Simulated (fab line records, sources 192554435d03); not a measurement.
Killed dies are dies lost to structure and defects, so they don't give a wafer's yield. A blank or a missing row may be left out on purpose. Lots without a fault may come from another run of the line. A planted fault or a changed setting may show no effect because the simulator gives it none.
Problem report in the 8D (eight disciplines) form, filled by code | flow n5_finfet | the parts of the form that need people (team, actions taken, sign-off) are left out

1. THE PROBLEM
M7_ILD_THK at N5_BEOL_M7_THK_MEAS_01 reads a mean of 177.4 nm on 3 wafers of 3 lots; wafers without a fault read 155.1 nm with a standard deviation of 2. That is +11 standard deviations from the usual mean.
First seen on wafer L801.6, day 10 20:50, on film_metro-02. The record holds 33 wafers of 11 lots with a number at this step. Rule for "out", or "out of limits": more than 4 standard deviations from the usual mean. The other wafers with a number count as sound.

2. WHAT IT IS AND WHAT IT IS NOT
question                    | is                           | is not
which readings at this step | M7_ILD_THK                   | -
which lots                  | L801, L803, L804             | L800, L808, L810, L813, L814, L816, L818, L820
which wafers of those lots  | L801.6, L803.2, L804.2       | L801.2, L801.5, L803.3, L803.4, L804.5, L804.6
read on which gauges        | film_metro-01, film_metro-02 | -
when                        | from day 10 20:50            | up to then (5 sound wafers); but 25 sound wafers of L803, L804, L808, L810, L813, L814, L816, L818, L820 came after

3. SUSPECTS, AND WHAT RULES EACH OUT
Counting: a tool at a process step up to the reading stays a suspect if it ran every lot that is out. Sound lots after the first of them don't rule it out here, since some wafers of a struck lot are sound.
- the gauge at N5_BEOL_M7_THK_MEAS_01: ruled out. The wafers that are out were read on 2 gauges (film_metro-01, film_metro-02).
- pecvd-02 at N5_BEOL_M7_ILD_DEP_00 (deposits SiCOH lowk from DEMS/porogen, target thk 179.75 nm, time 33.4 s): kept. It ran every lot that is out, first L801 (day 10 19:40); its last sound lot up to then is L800 (day 10 11:03). Its own readings are out on those wafers: susceptor_temp_C.
- Within pecvd-02 at N5_BEOL_M7_ILD_DEP_00: the wafers that are out ran in chamber 2; their sound lot-mates ran in chambers 0, 1.
Left after counting: pecvd-02 at N5_BEOL_M7_ILD_DEP_00.

4. THE CAUSE (what the simulator had put in)
Process parameter drift: pecvd-02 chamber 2, from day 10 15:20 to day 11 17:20, at N5_BEOL_M7_ILD_DEP_00. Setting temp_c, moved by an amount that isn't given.
Counting left only this tool.

5. THE CHAIN OF EFFECTS, in route order
Each row: a reading whose mean over the struck wafers that have a number lies more than 3 standard deviations from the usual. Only readings for which the record gives a usual standard deviation are gone through. hours: the time from each lot's start at the first step in this table that gives one to its start at this step, as a median over the lots. sigmas: the change in usual standard deviations.
hours | step                   | reading          | usual    | on struck wafers | change | sigmas
0     | N5_BEOL_M7_ILD_DEP_00  | susceptor_temp_C | 300.00 C | 278.43           | -21.57 | -99 or more
1     | N5_BEOL_M7_THK_MEAS_01 | M7_ILD_THK       | 155.1 nm | 177.4            | +22.3  | +11
The process steps in it:
- N5_BEOL_M7_ILD_DEP_00: deposits SiCOH lowk from DEMS/porogen, target thk 179.75 nm, time 33.4 s.

6. WHAT WOULD HAVE CAUGHT IT SOONER
In this record the first reading out of limits at a measuring or inspecting step was taken at day 10 20:50, 6 hours after the fault began at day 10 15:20.
The tool's own readings at N5_BEOL_M7_ILD_DEP_00 were out on every struck wafer that the step has a row for (susceptor_temp_C): an alarm limit on them would have fired on the first of those.
Of the lots that are out (3), L803, L804 began N5_BEOL_M7_ILD_DEP_00 on pecvd-02 after day 10 20:50. A hold on the tool at that time would have spared those 2.
